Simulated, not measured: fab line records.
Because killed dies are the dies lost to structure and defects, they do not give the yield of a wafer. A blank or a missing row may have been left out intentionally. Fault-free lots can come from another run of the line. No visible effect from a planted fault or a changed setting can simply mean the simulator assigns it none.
Chamber matching :: flow n5_finfet :: N5_HKMG_FIN_WET_ETCH_18 on wet_bench-02: 8 sister chambers
The step etches TiN in SC1, time 55 s, target depth 5.2 nm, rinse time 30 s. 16 wafers are shown with their chamber, then 8 later ones without.

## WAFERS PAIRED WITH THEIR CHAMBERS
wafer: L220.1
chamber: 2
h2o2_flow_mL_min: 215.0

wafer: L220.2
chamber: 7
h2o2_flow_mL_min: 214.1

wafer: L220.5
chamber: 5
h2o2_flow_mL_min: 214.6

wafer: L223.1
chamber: 3
h2o2_flow_mL_min: 213.2

wafer: L223.2
chamber: 6
h2o2_flow_mL_min: 213.8

wafer: L223.5
chamber: 0
h2o2_flow_mL_min: 213.0

wafer: L228.1
chamber: 7
h2o2_flow_mL_min: 214.8

wafer: L228.3
chamber: 3
h2o2_flow_mL_min: 213.8

wafer: L228.4
chamber: 4
h2o2_flow_mL_min: 214.7

wafer: L231.4
chamber: 3
h2o2_flow_mL_min: 214.5

wafer: L231.5
chamber: 0
h2o2_flow_mL_min: 214.6

wafer: L231.6
chamber: 2
h2o2_flow_mL_min: 214.1

wafer: L237.1
chamber: 1
h2o2_flow_mL_min: 215.4

wafer: L237.3
chamber: 5
h2o2_flow_mL_min: 213.6

wafer: L237.4
chamber: 6
h2o2_flow_mL_min: 214.6

wafer: L238.3
chamber: 1
h2o2_flow_mL_min: 213.4

SIGNATURES, as means of the wafers listed above
reading: h2o2_flow_mL_min
chamber 0: 213.800
chamber 1: 214.400
chamber 2: 214.550
chamber 3: 213.833
chamber 4: 214.700
chamber 5: 214.100
chamber 6: 214.200
chamber 7: 214.450
scatter within a chamber: 0.836
Rule: distance of a wafer from a chamber = root of the sum over the readings of ((wafer's reading minus chamber's mean) / reading's scatter) squared. If the next closest chamber is less than 2 further off than the closest, the wafer can't be placed; otherwise it belongs to the closest. The scatter is the square root of a quotient: the sum, over the shown wafers, of each reading's squared deviation from its chamber's mean, divided by wafers minus chambers.

## WAFERS WITHOUT THEIR CHAMBER
wafer: L238.5
h2o2_flow_mL_min: 213.8

wafer: L238.6
h2o2_flow_mL_min: 214.2

wafer: L240.2
h2o2_flow_mL_min: 213.6

wafer: L240.3
h2o2_flow_mL_min: 215.4

wafer: L240.5
h2o2_flow_mL_min: 215.4

wafer: L241.1
h2o2_flow_mL_min: 214.0

wafer: L241.2
h2o2_flow_mL_min: 214.7

wafer: L241.4
h2o2_flow_mL_min: 215.2

## EACH ONE'S CHAMBER
wafer: L238.5
from the rows above: can't be placed: 0 or 3 or 5 or 6 or 1 or 7 or 2 or 4
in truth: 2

wafer: L238.6
from the rows above: can't be placed: 6 or 5 or 1 or 7 or 2 or 3 or 0 or 4
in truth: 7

wafer: L240.2
from the rows above: can't be placed: 0 or 3 or 5 or 6 or 1 or 7 or 2 or 4
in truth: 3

wafer: L240.3
from the rows above: can't be placed: 4 or 2 or 7 or 1 or 6 or 5 or 3 or 0
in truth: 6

wafer: L240.5
from the rows above: can't be placed: 4 or 2 or 7 or 1 or 6 or 5 or 3 or 0
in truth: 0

wafer: L241.1
from the rows above: can't be placed: 5 or 3 or 0 or 6 or 1 or 7 or 2 or 4
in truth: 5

wafer: L241.2
from the rows above: can't be placed: 4 or 2 or 7 or 1 or 6 or 5 or 3 or 0
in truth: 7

wafer: L241.4
from the rows above: can't be placed: 4 or 2 or 7 or 1 or 6 or 5 or 3 or 0
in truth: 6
Correctly placed: 0 of 8. Cannot be placed on the basis of these rows: 8; the candidates contain the true chamber in 8. Placed wrongly: 0.
